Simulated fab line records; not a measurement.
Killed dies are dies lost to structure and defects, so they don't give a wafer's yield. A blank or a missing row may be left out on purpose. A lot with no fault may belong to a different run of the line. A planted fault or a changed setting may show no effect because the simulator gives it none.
fab line records :: flow nand_harc
[record]
  lots = 5
  wafers = 15
  last_day = 30
route steps=1302 shown P_GATE@155 END@1302
lots with no fault: from the same line, run without faults
start_h: start of the lot's first displayed wafer, in hours after the record's first day :: wait_h: hours from the lot's prior step to this one :: " repeats the value in the row above :: L1.1+2: several wafers, shown together as one row :: - no value present, or no start provided :: * or withheld: withheld :: < > ~ a bound
route shown NAME@n: names a module that has steps shown in the file, with the first one's number in the route :: usual: average and standard deviation across the fault-free wafers :: same: alike in all rows :: chamber/n: place in a boat :: sites: each site's reading :: _std_site: their standard deviation :: _edge_site: mean of outer sites minus mean of inner sites :: radius_mm: for every site, how far away it sits from the centre of the wafer :: mask NAME#n: copy n :: behind: tool/chamber where the wafer was last shaped :: hold: reason for holding the lot/hours on hold/outcome of the hold :: device: the transistor (n, p or np) that didn't switch :: end of line: tests run on the same wafers once the route is complete :: for a step that has no rows: nothing shown but its recipe :: killed: the dies lost at the first sort to structure and to defects; this is not the yield of the wafer :: map: the dies of a wafer, with x for killed, . for not killed, _ for no die there
set.NAME: the setting as run; set.NAME@STEP: as run at that earlier step :: model.NAME: the simulator's own value behind a step, which no gauge read
certain route steps with their lots: each step a table, each wafer a row
services: the hour from which a tool's chamber was out of use, counted from the record's first day as start_h (under 0 if before that day), plus the number of hours and why
[[steps]]
[step NHARC_P_GATE_ALD_36]
[recipe]
  target_thk_a = 200
  pulse_time_s = 60
  ald_cycles = 223
  temp_c = 400
  material = SiNx
[usual]
  heater_power_w = 796/69
  precursor_pulse_height_rel = 1.003/0.02
lot.wafer: L527.2
tool: ald_sin-01
chamber: 3
start_h: 99.68
wait_h: -
heater_power_w: 805
precursor_pulse_height_rel: 1.012

lot.wafer: L527.3
tool: ald_sin-01
chamber: 0
start_h: 100.73
wait_h: -
heater_power_w: 753
precursor_pulse_height_rel: 1.029

lot.wafer: L527.6
tool: ald_sin-01
chamber: 3
start_h: 103.89
wait_h: -
heater_power_w: 801
precursor_pulse_height_rel: 1.011

lot.wafer: L529.1
tool: ald_sin-01
chamber: 3
start_h: 120.85
wait_h: -
heater_power_w: 808
precursor_pulse_height_rel: 0.976

lot.wafer: L529.5
tool: ald_sin-01
chamber: 1
start_h: 122.94
wait_h: -
heater_power_w: 804
precursor_pulse_height_rel: 0.967

lot.wafer: L529.6
tool: ald_sin-01
chamber: 2
start_h: 123.98
wait_h: -
heater_power_w: 736
precursor_pulse_height_rel: 1.006

lot.wafer: L534.4
tool: ald_sin-01
chamber: 3
start_h: 171.29
wait_h: -
heater_power_w: 807
precursor_pulse_height_rel: 0.955

lot.wafer: L534.5
tool: ald_sin-01
chamber: 1
start_h: 173.40
wait_h: -
heater_power_w: 802
precursor_pulse_height_rel: 1.013

lot.wafer: L534.6
tool: ald_sin-01
chamber: 2
start_h: 174.46
wait_h: -
heater_power_w: 743
precursor_pulse_height_rel: 1.017

lot.wafer: L540.3
tool: ald_sin-01
chamber: 0
start_h: 226.73
wait_h: -
heater_power_w: 764
precursor_pulse_height_rel: 0.992

lot.wafer: L540.1
tool: ald_sin-01
chamber: 2
start_h: 228.85
wait_h: -
heater_power_w: 724
precursor_pulse_height_rel: 1.017

lot.wafer: L540.6
tool: ald_sin-01
chamber: 0
start_h: 230.97
wait_h: -
heater_power_w: 754
precursor_pulse_height_rel: 0.989

lot.wafer: L542.2
tool: ald_sin-04
chamber: 0
start_h: 252.69
wait_h: -
heater_power_w: 677
precursor_pulse_height_rel: 1.012

lot.wafer: L542.1
tool: ald_sin-04
chamber: 2
start_h: 254.79
wait_h: -
heater_power_w: 769
precursor_pulse_height_rel: 0.991

lot.wafer: L542.6
tool: ald_sin-04
chamber: 3
start_h: 255.84
wait_h: -
heater_power_w: 904
precursor_pulse_height_rel: 1.022
[step NHARC_P_GATE_ETCHBACK_37]
[recipe]
  target_depth_a = 345
  time_s = 17.2
  chf3_flow_sccm = 50
  o2_flow_sccm = 10
  ar_flow_sccm = 200
  rf_w = 500
  bias_w = 200
  chemistry = CHF3/O2
[usual]
  bias_w = 199.9/0.61
  chamber_pressure_mTorr = 25.001/0.021
  drypump_motor_current_A = 5.9/0.52
  o2_flow_sccm = 10.00/0.03
  oes_product_au = 0.934/0.026
  rf_vpp_V = 370.7/2
  showerhead_plenum_p_Torr = 2.41/0.088
  throttle_valve_pct = 20.573/0.009
lot.wafer: L527.3
tool: rie_diel-09
chamber: 2
start_h: -
wait_h: -
bias_w: 198.9
chamber_pressure_mTorr: 25.000
drypump_motor_current_A: 6.2
o2_flow_sccm: 9.95
oes_product_au: 0.985
rf_hours_counter_h: 9
rf_vpp_V: 371.8
showerhead_plenum_p_Torr: 2.44
throttle_valve_pct: 20.584

lot.wafer: L527.2
tool: rie_diel-09
chamber: 3
start_h: -
wait_h: -
bias_w: 199.7
chamber_pressure_mTorr: 25.034
drypump_motor_current_A: 6.3
o2_flow_sccm: 10.00
oes_product_au: 0.989
rf_hours_counter_h: 9
rf_vpp_V: 369.5
showerhead_plenum_p_Torr: 2.33
throttle_valve_pct: 20.571

lot.wafer: L527.6
tool: rie_diel-09
chamber: 0
start_h: -
wait_h: -
bias_w: 199.6
chamber_pressure_mTorr: 25.013
drypump_motor_current_A: 6.4
o2_flow_sccm: 10.00
oes_product_au: 0.986
rf_hours_counter_h: -
rf_vpp_V: 367.5
showerhead_plenum_p_Torr: 2.31
throttle_valve_pct: 20.588

lot.wafer: L529.1
tool: rie_diel-09
chamber: 1
start_h: -
wait_h: -
bias_w: 200.3
chamber_pressure_mTorr: 24.994
drypump_motor_current_A: 6.2
o2_flow_sccm: 10.06
oes_product_au: 0.928
rf_hours_counter_h: 5
rf_vpp_V: 371.1
showerhead_plenum_p_Torr: 2.47
throttle_valve_pct: 20.581

lot.wafer: L529.5
tool: rie_diel-09
chamber: 2
start_h: -
wait_h: -
bias_w: 199.5
chamber_pressure_mTorr: 25.020
drypump_motor_current_A: 6.2
o2_flow_sccm: 10.06
oes_product_au: 0.923
rf_hours_counter_h: -
rf_vpp_V: 371.6
showerhead_plenum_p_Torr: 2.44
throttle_valve_pct: 20.584

lot.wafer: L529.6
tool: rie_diel-09
chamber: 3
start_h: -
wait_h: -
bias_w: 199.8
chamber_pressure_mTorr: 24.994
drypump_motor_current_A: 6.3
o2_flow_sccm: 10.00
oes_product_au: 0.928
rf_hours_counter_h: -
rf_vpp_V: 370.4
showerhead_plenum_p_Torr: 2.33
throttle_valve_pct: 20.588

lot.wafer: L534.4
tool: rie_diel-09
chamber: 2
start_h: -
wait_h: -
bias_w: 199.3
chamber_pressure_mTorr: 25.001
drypump_motor_current_A: 6.1
o2_flow_sccm: 10.00
oes_product_au: 0.923
rf_hours_counter_h: 1
rf_vpp_V: 370.0
showerhead_plenum_p_Torr: 2.44
throttle_valve_pct: 20.576

lot.wafer: L534.6
tool: rie_diel-09
chamber: 2
start_h: -
wait_h: -
bias_w: 199.2
chamber_pressure_mTorr: 25.017
drypump_motor_current_A: 6.1
o2_flow_sccm: 10.00
oes_product_au: 0.926
rf_hours_counter_h: -
rf_vpp_V: 372.2
showerhead_plenum_p_Torr: 2.44
throttle_valve_pct: 20.580

lot.wafer: L534.5
tool: rie_diel-09
chamber: 3
start_h: -
wait_h: -
bias_w: 200.1
chamber_pressure_mTorr: 25.004
drypump_motor_current_A: 6.3
o2_flow_sccm: 9.97
oes_product_au: 0.916
rf_hours_counter_h: -
rf_vpp_V: 369.0
showerhead_plenum_p_Torr: 2.33
throttle_valve_pct: 20.573

lot.wafer: L540.1
tool: rie_diel-02
chamber: 2
start_h: -
wait_h: -
bias_w: 200.6
chamber_pressure_mTorr: 25.023
drypump_motor_current_A: 6.2
o2_flow_sccm: 10.00
oes_product_au: 0.994
rf_hours_counter_h: 0
rf_vpp_V: 375.1
showerhead_plenum_p_Torr: 2.56
throttle_valve_pct: 20.571

lot.wafer: L540.3
tool: rie_diel-02
chamber: 3
start_h: -
wait_h: -
bias_w: 199.1
chamber_pressure_mTorr: 24.952
drypump_motor_current_A: 5.5
o2_flow_sccm: 10.01
oes_product_au: 0.976
rf_hours_counter_h: 0
rf_vpp_V: 367.7
showerhead_plenum_p_Torr: 2.29
throttle_valve_pct: 20.556

lot.wafer: L540.6
tool: rie_diel-02
chamber: 1
start_h: -
wait_h: -
bias_w: 201.0
chamber_pressure_mTorr: 24.971
drypump_motor_current_A: 4.9
o2_flow_sccm: 9.98
oes_product_au: 0.987
rf_hours_counter_h: -
rf_vpp_V: 368.5
showerhead_plenum_p_Torr: 2.34
throttle_valve_pct: 20.560

lot.wafer: L542.2
tool: rie_diel-02
chamber: 3
start_h: -
wait_h: -
bias_w: 199.5
chamber_pressure_mTorr: 25.019
drypump_motor_current_A: 5.5
o2_flow_sccm: 10.03
oes_product_au: 0.918
rf_hours_counter_h: 1
rf_vpp_V: 367.4
showerhead_plenum_p_Torr: 2.29
throttle_valve_pct: 20.557

lot.wafer: L542.1
tool: rie_diel-02
chamber: 0
start_h: -
wait_h: -
bias_w: 199.6
chamber_pressure_mTorr: 25.036
drypump_motor_current_A: 6.5
o2_flow_sccm: 9.99
oes_product_au: 0.914
rf_hours_counter_h: 1
rf_vpp_V: 370.1
showerhead_plenum_p_Torr: 2.31
throttle_valve_pct: 20.574

lot.wafer: L542.6
tool: rie_diel-02
chamber: 2
start_h: -
wait_h: -
bias_w: 200.5
chamber_pressure_mTorr: 25.003
drypump_motor_current_A: 6.2
o2_flow_sccm: 10.01
oes_product_au: 0.923
rf_hours_counter_h: -
rf_vpp_V: 373.2
showerhead_plenum_p_Torr: 2.56
throttle_valve_pct: 20.568
[step NHARC_P_GATE_STRIP_101]
[recipe]
  time_s = 20
  o2_flow_sccm = 500
  ar_flow_sccm = 0
  bias_w = 0
  chemistry = O2
[usual]
  chamber_pressure_mTorr = 60.01/0.051
  drypump_motor_current_A = 5.9/0.52
  o2_flow_sccm = 500.1/1.5
  oes_product_au = 0.995/0.0094
  rf_vpp_V = 57.9/0.83
  showerhead_plenum_p_Torr = 3.54/0.13
  throttle_valve_pct = 17.036/0.0081
[same]
  bias_w = 0
lot.wafer: L527.3
tool: rie_diel-09
chamber: 2
start_h: 108.20
wait_h: 0.1
chamber_pressure_mTorr: 60.00
drypump_motor_current_A: 6.1
o2_flow_sccm: 497.9
oes_product_au: 0.987
rf_hours_counter_h: 9
rf_vpp_V: 58.1
showerhead_plenum_p_Torr: 3.59
throttle_valve_pct: 17.035

lot.wafer: L527.2
tool: rie_diel-09
chamber: 0
start_h: 108.20
wait_h: 0.1
chamber_pressure_mTorr: 60.07
drypump_motor_current_A: 6.4
o2_flow_sccm: 498.7
oes_product_au: 0.984
rf_hours_counter_h: 9
rf_vpp_V: 57.8
showerhead_plenum_p_Torr: 3.39
throttle_valve_pct: 17.038

lot.wafer: L527.6
tool: rie_diel-09
chamber: 3
start_h: 108.20
wait_h: 0.1
chamber_pressure_mTorr: 60.02
drypump_motor_current_A: 6.3
o2_flow_sccm: 500.7
oes_product_au: 0.992
rf_hours_counter_h: -
rf_vpp_V: 58.5
showerhead_plenum_p_Torr: 3.43
throttle_valve_pct: 17.043

lot.wafer: L529.1
tool: rie_diel-09
chamber: 0
start_h: 128.31
wait_h: 0.1
chamber_pressure_mTorr: 60.00
drypump_motor_current_A: 6.3
o2_flow_sccm: 498.6
oes_product_au: 1.010
rf_hours_counter_h: 9
rf_vpp_V: 57.0
showerhead_plenum_p_Torr: 3.39
throttle_valve_pct: 17.042

lot.wafer: L529.6
tool: rie_diel-09
chamber: 1
start_h: 128.31
wait_h: 0.1
chamber_pressure_mTorr: 60.07
drypump_motor_current_A: 6.2
o2_flow_sccm: 501.5
oes_product_au: 0.994
rf_hours_counter_h: -
rf_vpp_V: 57.3
showerhead_plenum_p_Torr: 3.63
throttle_valve_pct: 17.048

lot.wafer: L529.5
tool: rie_diel-09
chamber: 2
start_h: 128.31
wait_h: 0.1
chamber_pressure_mTorr: 59.99
drypump_motor_current_A: 6.1
o2_flow_sccm: 498.9
oes_product_au: 1.001
rf_hours_counter_h: -
rf_vpp_V: 57.9
showerhead_plenum_p_Torr: 3.59
throttle_valve_pct: 17.033

lot.wafer: L534.4
tool: rie_diel-09
chamber: 1
start_h: 178.79
wait_h: 0.1
chamber_pressure_mTorr: 60.03
drypump_motor_current_A: 6.1
o2_flow_sccm: 499.9
oes_product_au: 1.000
rf_hours_counter_h: 2
rf_vpp_V: 57.3
showerhead_plenum_p_Torr: 3.63
throttle_valve_pct: 17.032

lot.wafer: L534.6
tool: rie_diel-09
chamber: 3
start_h: 178.79
wait_h: 0.1
chamber_pressure_mTorr: 59.98
drypump_motor_current_A: 6.3
o2_flow_sccm: 500.1
oes_product_au: 0.992
rf_hours_counter_h: -
rf_vpp_V: 58.1
showerhead_plenum_p_Torr: 3.43
throttle_valve_pct: 17.029

lot.wafer: L534.5
tool: rie_diel-09
chamber: 0
start_h: 178.79
wait_h: 0.1
chamber_pressure_mTorr: 59.96
drypump_motor_current_A: 6.4
o2_flow_sccm: 499.9
oes_product_au: 0.991
rf_hours_counter_h: -
rf_vpp_V: 57.6
showerhead_plenum_p_Torr: 3.39
throttle_valve_pct: 17.050

lot.wafer: L540.3
tool: rie_diel-02
chamber: 1
start_h: 235.31
wait_h: 0.1
chamber_pressure_mTorr: 59.98
drypump_motor_current_A: 4.9
o2_flow_sccm: 499.7
oes_product_au: 0.994
rf_hours_counter_h: 0
rf_vpp_V: 56.5
showerhead_plenum_p_Torr: 3.44
throttle_valve_pct: 17.042

lot.wafer: L540.1
tool: rie_diel-02
chamber: 2
start_h: 235.31
wait_h: 0.1
chamber_pressure_mTorr: 59.88
drypump_motor_current_A: 6.2
o2_flow_sccm: 499.6
oes_product_au: 0.988
rf_hours_counter_h: 0
rf_vpp_V: 59.6
showerhead_plenum_p_Torr: 3.76
throttle_valve_pct: 17.022

lot.wafer: L540.6
tool: rie_diel-02
chamber: 2
start_h: 235.31
wait_h: 0.1
chamber_pressure_mTorr: 59.94
drypump_motor_current_A: 6.2
o2_flow_sccm: 500.3
oes_product_au: 0.997
rf_hours_counter_h: -
rf_vpp_V: 58.5
showerhead_plenum_p_Torr: 3.76
throttle_valve_pct: 17.030

lot.wafer: L542.1
tool: rie_diel-02
chamber: 0
start_h: 261.22
wait_h: 0.1
chamber_pressure_mTorr: 59.96
drypump_motor_current_A: 6.6
o2_flow_sccm: 501.0
oes_product_au: 0.987
rf_hours_counter_h: 1
rf_vpp_V: 58.2
showerhead_plenum_p_Torr: 3.39
throttle_valve_pct: 17.034

lot.wafer: L542.2
tool: rie_diel-02
chamber: 2
start_h: 261.22
wait_h: 0.1
chamber_pressure_mTorr: 59.98
drypump_motor_current_A: 6.2
o2_flow_sccm: 501.3
oes_product_au: 1.003
rf_hours_counter_h: 1
rf_vpp_V: 56.7
showerhead_plenum_p_Torr: 3.76
throttle_valve_pct: 17.031

lot.wafer: L542.6
tool: rie_diel-02
chamber: 0
start_h: 261.22
wait_h: 0.1
chamber_pressure_mTorr: 60.00
drypump_motor_current_A: 6.6
o2_flow_sccm: 501.0
oes_product_au: 0.994
rf_hours_counter_h: -
rf_vpp_V: 58.2
showerhead_plenum_p_Torr: 3.39
throttle_valve_pct: 17.048
[step NHARC_P_GATE_PRECLEAN_97]
[recipe]
  time_s = 600
  temp_c = 120
  chemistry = SPM
[step NHARC_P_GATE_SRD_98]
[step NHARC_P_GATE_PRECLEAN_99]
[recipe]
  time_s = *
  temp_c = 50
  bath_age_min = 0
  chemistry = SC1
[step NHARC_P_GATE_SRD_100]
[step NHARC_P_GATE_DEHYDRATE_38]
[recipe]
  temp_c = 150
  time_s = 120
[step NHARC_P_GATE_HMDS_39]
[recipe]
  time_s = 30
[step NHARC_P_GATE_COAT_40]
[recipe]
  spin_rpm = 3000
[step NHARC_P_GATE_SOFTBAKE_41]
[recipe]
  temp_c = 122
  time_s = 95
[step NHARC_P_GATE_EBR_42]
[step NHARC_P_GATE_EXPOSE_43]
[recipe]
  na = 0.6
  target_cd_nm = 720
  dose_mj = 14.81
  mask_id = P_NSD
lot.wafer: L527.2+3+6
tool: krf_scanner-01
chamber: 0
start_h: 108.85
wait_h: -
mask: P_NSD#0

lot.wafer: L529.1+5+6
tool: krf_scanner-03
chamber: 0
start_h: 129.03
wait_h: -
mask: P_NSD#0

lot.wafer: L534.4+5+6
tool: krf_scanner-04
chamber: 0
start_h: 179.56
wait_h: -
mask: P_NSD#0

lot.wafer: L540.1+3+6
tool: krf_scanner-04
chamber: 0
start_h: 236.07
wait_h: -
mask: P_NSD#0

lot.wafer: L542.1+2+6
tool: krf_scanner-03
chamber: 0
start_h: 261.85
wait_h: -
mask: P_HVPW#0
[step NHARC_P_GATE_PEB_44]
[recipe]
  peb_temp_c = 118
  peb_time_s = 85
[step NHARC_P_GATE_DEVELOP_45]
[recipe]
  time_s = 70
[step NHARC_P_GATE_CD_MEAS_46]
[recipe]
  target_cd_nm = 720
  landing_energy_ev = 500
[usual]
  cd_nm = 719.4/1.5
lot.wafer: L527.2
tool: cd_sem-02
chamber: 0
start_h: 109.00
wait_h: -
cd_nm: 721.6

lot.wafer: L527.3
tool: cd_sem-02
chamber: 0
start_h: 109.00
wait_h: -
cd_nm: 718.3

lot.wafer: L527.6
tool: cd_sem-02
chamber: 0
start_h: 109.00
wait_h: -
cd_nm: 720.0

lot.wafer: L529.1
tool: cd_sem-02
chamber: 0
start_h: 129.18
wait_h: -
cd_nm: 720.8

lot.wafer: L529.5
tool: cd_sem-02
chamber: 0
start_h: 129.18
wait_h: -
cd_nm: 720.7

lot.wafer: L529.6
tool: cd_sem-02
chamber: 0
start_h: 129.18
wait_h: -
cd_nm: 720.9

lot.wafer: L534.4
tool: cd_sem-01
chamber: 0
start_h: 179.71
wait_h: -
cd_nm: 719.5

lot.wafer: L534.5
tool: cd_sem-01
chamber: 0
start_h: 179.71
wait_h: -
cd_nm: 718.6

lot.wafer: L534.6
tool: cd_sem-01
chamber: 0
start_h: 179.71
wait_h: -
cd_nm: 718.0

lot.wafer: L540.1
tool: cd_sem-02
chamber: 0
start_h: 236.22
wait_h: -
cd_nm: 721.2

lot.wafer: L540.3
tool: cd_sem-02
chamber: 0
start_h: 236.22
wait_h: -
cd_nm: 720.0

lot.wafer: L540.6
tool: cd_sem-02
chamber: 0
start_h: 236.22
wait_h: -
cd_nm: 719.3

lot.wafer: L542.1
tool: cd_sem-02
chamber: 0
start_h: 262.01
wait_h: -
cd_nm: -

lot.wafer: L542.2
tool: cd_sem-02
chamber: 0
start_h: 262.01
wait_h: -
cd_nm: -

lot.wafer: L542.6
tool: cd_sem-02
chamber: 0
start_h: 262.01
wait_h: -
cd_nm: -
[step NHARC_P_GATE_HARDBAKE_47]
[recipe]
  temp_c = 125
  time_s = 80
[step NHARC_END_SORT_01]
[recipe]
  temp_c = 25
[usual]
  killed_at_array = 62/15
  killed_at_other = 0.8/1
  killed_at_periphery = 3.7/2.6
  killed_dies = 66/15
  killed_open = 3.1/1.8
  killed_short = 2.6/1.7
[same]
  gross_dies = 677
lot.wafer: L529.1
tool: prober-02
chamber: 0
start_h: 574.44
wait_h: 2.4
killed_at_array: 67
killed_at_other: 1
killed_at_periphery: 6
killed_dies: 74
killed_open: 0
killed_short: 6

lot.wafer: L529.5
tool: prober-02
chamber: 0
start_h: 577.62
wait_h: 3.7
killed_at_array: 77
killed_at_other: 3
killed_at_periphery: 7
killed_dies: 87
killed_open: 4
killed_short: 5

lot.wafer: L529.6
tool: prober-02
chamber: 0
start_h: 578.42
wait_h: 4.0
killed_at_array: 69
killed_at_other: 1
killed_at_periphery: 5
killed_dies: 75
killed_open: 5
killed_short: 2

lot.wafer: L542.1
tool: prober-01
chamber: 0
start_h: 713.84
wait_h: 2.5
killed_at_array: 54
killed_at_other: 3
killed_at_periphery: 620
killed_dies: 677
killed_open: 3
killed_short: 2

lot.wafer: L542.2
tool: prober-01
chamber: 0
start_h: 714.64
wait_h: 2.8
killed_at_array: 46
killed_at_other: 0
killed_at_periphery: 631
killed_dies: 677
killed_open: 2
killed_short: 3

lot.wafer: L542.6
tool: prober-01
chamber: 0
start_h: 717.83
wait_h: 4.0
killed_at_array: 52
killed_at_other: 2
killed_at_periphery: 623
killed_dies: 677
killed_open: 6
killed_short: 4
// killed by level:class
L529.1 A_CHANNEL_HOLE_D1:chamber_film_flake=27 A_SLIT:chamber_film_flake=20 A_CHANNEL_HOLE_D2:chamber_film_flake=6 P_M1:chamber_film_flake=4 A_DECK1_JOINT:chamber_film_flake=2 A_STAIRCASE:chamber_film_flake=2 A_WL_FILL:chamber_film_flake=2 A_ONON_D1:geometric_particle:short=1
L529.5 A_CHANNEL_HOLE_D1:chamber_film_flake=38 A_SLIT:chamber_film_flake=23 A_CHANNEL_HOLE_D2:chamber_film_flake=5 P_CONTACT:chamber_film_flake=2 P_M1:chamber_film_flake=2 A_STAIRCASE:chamber_film_flake=2 THIN_TSV:chamber_film_flake=2 P_CONTACT:geometric_particle:short=1
L529.6 A_CHANNEL_HOLE_D1:chamber_film_flake=29 A_SLIT:chamber_film_flake=24 A_CHANNEL_HOLE_D2:chamber_film_flake=6 A_WL_FILL:chamber_film_flake=3 P_CONTACT:chamber_film_flake=2 P_M0:geometric_particle:open=1 P_M1:geometric_particle:open=1 A_CHANNEL_FILL_D2:geometric_particle:short=1
L542.1 P_GATE:area_expose=617 A_CHANNEL_HOLE_D1:chamber_film_flake=31 A_STAIRCASE:chamber_film_flake=7 A_SLIT:chamber_film_flake=4 A_CONTACT:chamber_film_flake=3 A_BLC:chamber_film_flake=3 THIN_TSV:chamber_film_flake=3 P_M0:geometric_particle:open=1
L542.2 P_GATE:area_expose=631 A_CHANNEL_HOLE_D1:chamber_film_flake=23 A_SLIT:chamber_film_flake=4 A_STAIRCASE:chamber_film_flake=4 A_CONTACT:chamber_film_flake=3 A_BLC:chamber_film_flake=3 A_CHANNEL_FILL_D2:chamber_film_flake=2 A_CHANNEL_FILL_D1:geometric_particle:open=1
L542.6 P_GATE:area_expose=620 A_CHANNEL_HOLE_D1:chamber_film_flake=32 A_CONTACT:chamber_film_flake=3 A_CHANNEL_FILL_D2:geometric_particle:short=2 A_BLC:geometric_particle:open=2 P_GATE:chamber_film_flake=2 A_ZERO_WELL:chamber_film_flake=2 A_STAIRCASE:chamber_film_flake=2
// map L542.1 (x killed, . not)
____________x____________
_________xxxxxxx_________
_______xxxxxxxxxxx_______
______xxxxxxxxxxxxx______
_____xxxxxxxxxxxxxxx_____
____xxxxxxxxxxxxxxxxx____
____xxxxxxxxxxxxxxxxx____
___xxxxxxxxxxxxxxxxxxx___
___xxxxxxxxxxxxxxxxxxx___
__xxxxxxxxxxxxxxxxxxxxx__
__xxxxxxxxxxxxxxxxxxxxx__
_xxxxxxxxxxxxxxxxxxxxxxx_
_xxxxxxxxxxxxxxxxxxxxxxx_
_xxxxxxxxxxxxxxxxxxxxxxx_
_xxxxxxxxxxxxxxxxxxxxxxx_
_xxxxxxxxxxxxxxxxxxxxxxx_
xxxxxxxxxxxxxxxxxxxxxxxxx
xxxxxxxxxxxxxxxxxxxxxxxxx
xxxxxxxxxxxxxxxxxxxxxxxxx
xxxxxxxxxxxxxxxxxxxxxxxxx
xxxxxxxxxxxxxxxxxxxxxxxxx
_xxxxxxxxxxxxxxxxxxxxxxx_
_xxxxxxxxxxxxxxxxxxxxxxx_
_xxxxxxxxxxxxxxxxxxxxxxx_
_xxxxxxxxxxxxxxxxxxxxxxx_
_xxxxxxxxxxxxxxxxxxxxxxx_
__xxxxxxxxxxxxxxxxxxxxx__
__xxxxxxxxxxxxxxxxxxxxx__
___xxxxxxxxxxxxxxxxxxx___
___xxxxxxxxxxxxxxxxxxx___
____xxxxxxxxxxxxxxxxx____
____xxxxxxxxxxxxxxxxx____
_____xxxxxxxxxxxxxxx_____
______xxxxxxxxxxxxx______
_______xxxxxxxxxxx_______
_________xxxxxxx_________
____________x____________
// map L529.5 (x killed, . not)
____________.____________
_________......._________
_______..........._______
______.............______
_____..............._____
____.................____
____...............x.____
___........x..........___
___...........x.......___
__.xxx.................__
__..xxxx............x..__
_...xxx................._
_.x.xxxx.......x........_
_..xxxxxx..............x_
_.x.xxx.x.....x........._
_..xx.xx................_
..xxx..xx.........x......
.....xx...........x......
..x..x................x..
.........................
.....x.........x.........
_......................._
_................x......_
_..................x...._
_................x......_
_............x....x...x._
__............xxxxxx...__
__.............x.xxx...__
___............xx.x...___
___............xxxx...___
____........x......x.____
____...........xxxx..____
_____..........xxxx._____
______........x...x______
_______........x.._______
_________......._________
____________.____________
[[services]]
tool: ald_sin-04
chamber: -
start_h: 83.32
hours: 10.0
kind: pm

tool: rie_diel-09
chamber: 2
start_h: 89.10
hours: 9.4
kind: repair

tool: krf_scanner-04
chamber: -
start_h: 89.74
hours: 25.6
kind: repair

tool: rie_diel-09
chamber: 0
start_h: 97.62
hours: -
kind: clean

tool: rie_diel-09
chamber: 1
start_h: 97.62
hours: -
kind: clean

tool: rie_diel-09
chamber: 3
start_h: 97.62
hours: -
kind: clean

tool: krf_scanner-01
chamber: -
start_h: 140.00
hours: 4.0
kind: pm

tool: krf_scanner-04
chamber: -
start_h: 142.08
hours: 0.6
kind: repair

tool: rie_diel-09
chamber: -
start_h: 143.10
hours: 9.0
kind: pm

tool: krf_scanner-04
chamber: -
start_h: 156.57
hours: 0.7
kind: repair

tool: krf_scanner-01
chamber: -
start_h: 165.13
hours: 0.3
kind: repair

tool: krf_scanner-03
chamber: -
start_h: 171.38
hours: 2.0
kind: repair

tool: rie_diel-02
chamber: 2
start_h: 176.32
hours: 5.1
kind: repair

tool: krf_scanner-04
chamber: -
start_h: 182.00
hours: 4.0
kind: pm

tool: krf_scanner-01
chamber: -
start_h: 190.88
hours: 0.3
kind: repair

tool: krf_scanner-04
chamber: -
start_h: 191.32
hours: 0.4
kind: repair

tool: ald_sin-01
chamber: -
start_h: 214.47
hours: 10.0
kind: pm

tool: rie_diel-02
chamber: -
start_h: 216.79
hours: 9.0
kind: pm

tool: krf_scanner-03
chamber: -
start_h: 224.00
hours: 4.0
kind: pm

tool: rie_diel-09
chamber: 1
start_h: 225.27
hours: 7.2
kind: repair

tool: ald_sin-04
chamber: -
start_h: 241.75
hours: 0.6
kind: repair

tool: rie_diel-02
chamber: -
start_h: 245.40
hours: 0.6
kind: repair

tool: rie_diel-09
chamber: 2
start_h: 248.53
hours: 4.6
kind: repair

tool: ald_sin-04
chamber: -
start_h: 261.32
hours: 10.0
kind: pm
[[key]]
[first_sign]
  step = NHARC_P_GATE_EXPOSE_43
  reading = mask
  direction = changed
[effect]
  step = NHARC_P_GATE_CD_MEAS_46
  reading = cd_nm
  direction = missing
[effect]
  step = NHARC_END_SORT_01
  reading = killed_at_periphery
  direction = up
  sigmas = 99+
  usual = 3.7
  struck = 624.7
[more_kills_born_at]
  NHARC_P_GATE_EXPOSE_43@krf_scanner-03 = 1868
met_at NHARC_P_GATE_EXPOSE_43
struck_wafers L542.1,L542.2,L542.6
later_rows_left_out L542.1,L542.2,L542.6
tester_left_out L542
onset_between 129.03 261.85
[fault]
  kind = wrong_mask
  tool = any
  chamber = -
  onset_h = 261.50
  steps = NHARC_P_GATE_EXPOSE_43
  aux_copy = P_HVPW#0
  scope = struck_lots_only
// tester_left_out: of these lots the tester's yield and bins aren't shown, on N5 and GAA mostly nor the transistor test; their killed dies are dies lost to structure and defects alone, not to doping, threshold or leakage, so they don't give the yield
// later_rows_left_out: the simulator's readings of these wafers behind a module that went badly wrong aren't trusted and aren't shown, but for the sort
